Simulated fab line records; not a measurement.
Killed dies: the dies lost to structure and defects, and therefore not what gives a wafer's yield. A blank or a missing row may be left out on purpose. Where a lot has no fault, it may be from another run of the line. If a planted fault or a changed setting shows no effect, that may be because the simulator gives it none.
Chamber matching || flow n5-finfet || N5_BEOL_M1_STRIP_66 on rie-diel-06 has 4 sister chambers
The step strips in CF4. 18 wafers are shown with their chamber, then 9 later ones without.

WAFERS WITH THEIR CHAMBER
{"wafer": "L074.1", "chamber": 3, "showerhead-plenum-p-Torr (Torr)": 1.71, "drypump-motor-current-A (A)": 5.0, "throttle-valve-pct (%)": 13.62}
{"wafer": "L074.2", "chamber": 2, "showerhead-plenum-p-Torr (Torr)": 1.88, "drypump-motor-current-A (A)": 6.0, "throttle-valve-pct (%)": 13.29}
{"wafer": "L074.3", "chamber": 0, "showerhead-plenum-p-Torr (Torr)": 1.83, "drypump-motor-current-A (A)": 5.5, "throttle-valve-pct (%)": 13.21}
{"wafer": "L077.2", "chamber": 2, "showerhead-plenum-p-Torr (Torr)": 1.88, "drypump-motor-current-A (A)": 5.9, "throttle-valve-pct (%)": 13.29}
{"wafer": "L077.3", "chamber": 0, "showerhead-plenum-p-Torr (Torr)": 1.82, "drypump-motor-current-A (A)": 5.5, "throttle-valve-pct (%)": 13.21}
{"wafer": "L077.6", "chamber": 3, "showerhead-plenum-p-Torr (Torr)": 1.71, "drypump-motor-current-A (A)": 5.1, "throttle-valve-pct (%)": 13.63}
{"wafer": "L080.1", "chamber": 2, "showerhead-plenum-p-Torr (Torr)": 1.88, "drypump-motor-current-A (A)": 6.0, "throttle-valve-pct (%)": 13.28}
{"wafer": "L080.2", "chamber": 3, "showerhead-plenum-p-Torr (Torr)": 1.71, "drypump-motor-current-A (A)": 5.1, "throttle-valve-pct (%)": 13.64}
{"wafer": "L080.6", "chamber": 1, "showerhead-plenum-p-Torr (Torr)": 1.83, "drypump-motor-current-A (A)": 6.0, "throttle-valve-pct (%)": 13.20}
{"wafer": "L083.1", "chamber": 1, "showerhead-plenum-p-Torr (Torr)": 1.83, "drypump-motor-current-A (A)": 6.0, "throttle-valve-pct (%)": 13.21}
{"wafer": "L083.3", "chamber": 2, "showerhead-plenum-p-Torr (Torr)": 1.88, "drypump-motor-current-A (A)": 5.9, "throttle-valve-pct (%)": 13.30}
{"wafer": "L083.5", "chamber": 3, "showerhead-plenum-p-Torr (Torr)": 1.71, "drypump-motor-current-A (A)": 5.1, "throttle-valve-pct (%)": 13.67}
{"wafer": "L084.1", "chamber": 2, "showerhead-plenum-p-Torr (Torr)": 1.88, "drypump-motor-current-A (A)": 5.9, "throttle-valve-pct (%)": 13.33}
{"wafer": "L084.2", "chamber": 3, "showerhead-plenum-p-Torr (Torr)": 1.71, "drypump-motor-current-A (A)": 5.1, "throttle-valve-pct (%)": 13.67}
{"wafer": "L084.5", "chamber": 3, "showerhead-plenum-p-Torr (Torr)": 1.71, "drypump-motor-current-A (A)": 5.1, "throttle-valve-pct (%)": 13.67}
{"wafer": "L086.1", "chamber": 3, "showerhead-plenum-p-Torr (Torr)": 1.71, "drypump-motor-current-A (A)": 5.1, "throttle-valve-pct (%)": 13.67}
{"wafer": "L086.4", "chamber": 2, "showerhead-plenum-p-Torr (Torr)": 1.88, "drypump-motor-current-A (A)": 5.9, "throttle-valve-pct (%)": 13.32}
{"wafer": "L086.5", "chamber": 1, "showerhead-plenum-p-Torr (Torr)": 1.82, "drypump-motor-current-A (A)": 6.0, "throttle-valve-pct (%)": 13.22}

SIGNATURES, as means of the wafers listed above
{"reading": "showerhead-plenum-p-Torr", "chamber 0": 1.8250, "chamber 1": 1.8267, "chamber 2": 1.8800, "chamber 3": 1.7100, "scatter within a chamber": 0.00289}
{"reading": "drypump-motor-current-A", "chamber 0": 5.500, "chamber 1": 6.000, "chamber 2": 5.933, "chamber 3": 5.086, "scatter within a chamber": 0.0396}
{"reading": "throttle-valve-pct", "chamber 0": 13.2100, "chamber 1": 13.2100, "chamber 2": 13.3017, "chamber 3": 13.6529, "scatter within a chamber": 0.0189}
Rule: distance of a wafer from a chamber = root of the sum over the readings of ((wafer's reading minus chamber's mean) / reading's scatter) squared. The wafer belongs to the nearest chamber; if the next one is less than 2 further off, it can't be placed. The scatter: the root of (the sum of the squares of (reading less its chamber's mean) over the shown wafers, divided by (wafers less chambers)).

WAFERS WITHOUT THEIR CHAMBER
{"wafer": "L090.1", "showerhead-plenum-p-Torr (Torr)": 1.70, "drypump-motor-current-A (A)": 5.1, "throttle-valve-pct (%)": 13.67}
{"wafer": "L090.4", "showerhead-plenum-p-Torr (Torr)": 1.82, "drypump-motor-current-A (A)": 5.5, "throttle-valve-pct (%)": 13.25}
{"wafer": "L090.5", "showerhead-plenum-p-Torr (Torr)": 1.82, "drypump-motor-current-A (A)": 6.0, "throttle-valve-pct (%)": 13.24}
{"wafer": "L089.1", "showerhead-plenum-p-Torr (Torr)": 1.70, "drypump-motor-current-A (A)": 5.0, "throttle-valve-pct (%)": 13.68}
{"wafer": "L089.2", "showerhead-plenum-p-Torr (Torr)": 1.82, "drypump-motor-current-A (A)": 5.5, "throttle-valve-pct (%)": 13.26}
{"wafer": "L089.5", "showerhead-plenum-p-Torr (Torr)": 1.82, "drypump-motor-current-A (A)": 5.4, "throttle-valve-pct (%)": 13.27}
{"wafer": "L092.1", "showerhead-plenum-p-Torr (Torr)": 1.82, "drypump-motor-current-A (A)": 5.5, "throttle-valve-pct (%)": 13.25}
{"wafer": "L092.3", "showerhead-plenum-p-Torr (Torr)": 1.82, "drypump-motor-current-A (A)": 6.0, "throttle-valve-pct (%)": 13.25}
{"wafer": "L092.5", "showerhead-plenum-p-Torr (Torr)": 1.82, "drypump-motor-current-A (A)": 5.5, "throttle-valve-pct (%)": 13.26}

WHICH CHAMBER EACH ONE RAN IN
{"wafer": "L090.1", "from the rows above": 3, "in truth": 3}
{"wafer": "L090.4", "from the rows above": 0, "in truth": 0}
{"wafer": "L090.5", "from the rows above": 1, "in truth": 1}
{"wafer": "L089.1", "from the rows above": 3, "in truth": 3}
{"wafer": "L089.2", "from the rows above": 0, "in truth": 0}
{"wafer": "L089.5", "from the rows above": 0, "in truth": 0}
{"wafer": "L092.1", "from the rows above": 0, "in truth": 0}
{"wafer": "L092.3", "from the rows above": 1, "in truth": 1}
{"wafer": "L092.5", "from the rows above": 0, "in truth": 0}
Correct placement for 9 of the 9. From these rows, 0 cannot be placed. Placed wrongly: 0.
